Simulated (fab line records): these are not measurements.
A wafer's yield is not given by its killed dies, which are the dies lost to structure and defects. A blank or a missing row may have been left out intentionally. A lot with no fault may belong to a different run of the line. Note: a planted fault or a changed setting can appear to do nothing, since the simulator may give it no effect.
Matching of chambers + flow n5Finfet + 4 sister chambers for N5_STI_FIN_REVEAL_ALD_14 on aldSin-02
The step deposits Si3N4, target thk 3 nm. 8 wafers are shown with their chamber, then 9 later ones without.

== WAFERS WITH THEIR CHAMBER ==
| wafer  | chamber | heaterPowerW (W) |
|--------|---------|------------------|
| L088.1 | 1       | 710              |
| L088.2 | 2       | 783              |
| L088.4 | 3       | 1056             |
| L089.3 | 2       | 783              |
| L089.5 | 0       | 874              |
| L093.4 | 3       | 1073             |
| L093.5 | 0       | 867              |
| L093.6 | 1       | 712              |

== WAFERS WITHOUT THEIR CHAMBER ==
| wafer  | heaterPowerW (W) |
|--------|------------------|
| L094.2 | 697              |
| L094.3 | 1054             |
| L094.4 | 876              |
| L095.1 | 865              |
| L095.4 | 872              |
| L095.5 | 778              |
| L096.1 | 778              |
| L096.2 | 1083             |
| L096.6 | 1078             |

== WHICH CHAMBER EACH ONE RAN IN ==
| wafer  | from the rows above | in truth |
|--------|---------------------|----------|
| L094.2 | 1                   | 1        |
| L094.3 | 3                   | 3        |
| L094.4 | 0                   | 0        |
| L095.1 | 0                   | 0        |
| L095.4 | 0                   | 0        |
| L095.5 | 2                   | 2        |
| L096.1 | 2                   | 2        |
| L096.2 | 3                   | 3        |
| L096.6 | 3                   | 3        |
Correct placement for 9 of the 9. Not placeable from these rows: 0. 0 placed wrongly.
How it was worked out, from the rows above alone: a wafer's distance from a chamber is the root of the sum, over the readings, of the square of ((its reading less the chamber's mean) divided by the reading's scatter). The wafer belongs to the nearest chamber; if the next one is less than 2 further off, it can't be placed. A chamber's mean is the mean of its shown wafers. How the scatter is found: for the shown wafers, subtract from each reading the mean of its chamber, square and add these, divide the total by (wafers less chambers), then take the root.
